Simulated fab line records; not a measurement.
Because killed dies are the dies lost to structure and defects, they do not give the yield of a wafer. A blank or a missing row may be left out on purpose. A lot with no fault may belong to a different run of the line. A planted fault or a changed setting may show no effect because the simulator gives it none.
Matching of chambers | flow nand harc | NHARC_A_CONTACT_DESCUM_47 on rie diel-04 has 4 sister chambers
The step chemistry O2, time 3 s. 30 wafers are shown with their chamber, then 12 later ones without.

== EACH WAFER AND ITS CHAMBER ==
wafer  | chamber | showerhead plenum p Torr (Torr) | drypump motor current A (A) | oes product au (a.u.)
L076.1 | 1       | 1.93                            | 6.14                        | 1.002
L076.2 | 0       | 1.92                            | 6.42                        | 1.000
L076.5 | 0       | 1.92                            | 6.39                        | 1.002
L074.3 | 0       | 1.92                            | 6.39                        | 0.983
L074.4 | 3       | 2.01                            | 5.98                        | 1.003
L074.5 | 1       | 1.93                            | 6.12                        | 1.015
L078.1 | 1       | 1.93                            | 6.12                        | 1.013
L078.2 | 0       | 1.92                            | 6.43                        | 0.988
L078.4 | 2       | 2.01                            | 5.98                        | 1.002
L080.1 | 1       | 1.93                            | 6.11                        | 1.015
L080.2 | 3       | 2.01                            | 5.97                        | 1.012
L080.4 | 2       | 2.01                            | 6.00                        | 1.009
L082.1 | 2       | 2.01                            | 6.00                        | 0.990
L082.5 | 1       | 1.93                            | 6.12                        | 1.000
L082.6 | 3       | 2.01                            | 5.97                        | 0.989
L081.1 | 3       | 2.01                            | 5.98                        | 0.999
L081.2 | 1       | 1.93                            | 6.12                        | 0.999
L081.4 | 3       | 2.01                            | 5.99                        | 0.989
L085.3 | 3       | 2.01                            | 5.98                        | 0.999
L085.4 | 3       | 2.01                            | 5.98                        | 0.998
L085.5 | 1       | 1.93                            | 6.12                        | 1.005
L089.2 | 3       | 2.01                            | 5.97                        | 0.996
L089.3 | 2       | 2.01                            | 6.00                        | 0.984
L089.6 | 0       | 1.91                            | 6.38                        | 0.989
L091.1 | 3       | 2.01                            | 5.95                        | 0.997
L091.2 | 2       | 2.01                            | 5.99                        | 1.008
L091.3 | 1       | 1.92                            | 6.12                        | 1.020
L090.1 | 3       | 2.00                            | 5.97                        | 0.994
L090.3 | 0       | 1.91                            | 6.36                        | 1.002
L090.6 | 2       | 2.01                            | 5.99                        | 0.993

SIGNATURES (averages over the wafers above)
reading                  | chamber 0 | chamber 1 | chamber 2 | chamber 3 | scatter within a chamber
showerhead plenum p Torr | 1.9167    | 1.9287    | 2.0100    | 2.0090    | 0.00346
drypump motor current A  | 6.3950    | 6.1212    | 5.9933    | 5.9740    | 0.0142
oes product au           | 0.99400   | 1.00862   | 0.99767   | 0.99760   | 0.00815
Rule: distance of a wafer from a chamber = root of the sum over the readings of ((wafer's reading minus chamber's mean) / reading's scatter) squared. If the next closest chamber is less than 2 further off than the closest, the wafer can't be placed; otherwise it belongs to the closest. How the scatter is found: for the shown wafers, subtract from each reading the mean of its chamber, square and add these, divide the total by (wafers less chambers), then take the root.

== WAFERS WITHOUT THEIR CHAMBER ==
wafer  | showerhead plenum p Torr (Torr) | drypump motor current A (A) | oes product au (a.u.)
L092.3 | 2.01                            | 6.01                        | 0.998
L092.4 | 1.92                            | 6.13                        | 0.998
L092.6 | 2.01                            | 6.02                        | 0.991
L094.1 | 1.92                            | 6.10                        | 1.003
L094.3 | 1.91                            | 6.39                        | 0.994
L094.4 | 2.01                            | 6.01                        | 0.998
L097.1 | 2.00                            | 6.00                        | 0.989
L097.2 | 1.92                            | 6.12                        | 1.010
L097.5 | 1.91                            | 6.39                        | 0.994
L095.3 | 1.91                            | 6.39                        | 1.001
L095.4 | 2.00                            | 6.02                        | 0.985
L095.6 | 1.92                            | 6.12                        | 1.002

== CHAMBER TAKEN BY EACH ==
wafer  | from the rows above     | in truth
L092.3 | can't be placed: 2 or 3 | 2
L092.4 | 1                       | 1
L092.6 | can't be placed: 2 or 3 | 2
L094.1 | 1                       | 1
L094.3 | 0                       | 0
L094.4 | can't be placed: 2 or 3 | 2
L097.1 | can't be placed: 2 or 3 | 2
L097.2 | 1                       | 1
L097.5 | 0                       | 0
L095.3 | 0                       | 0
L095.4 | can't be placed: 2 or 3 | 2
L095.6 | 1                       | 1
Placed correctly: 7 of 12. Not placeable from these rows: 5 (in 5, the candidates include the true chamber). Wrongly placed: 0.
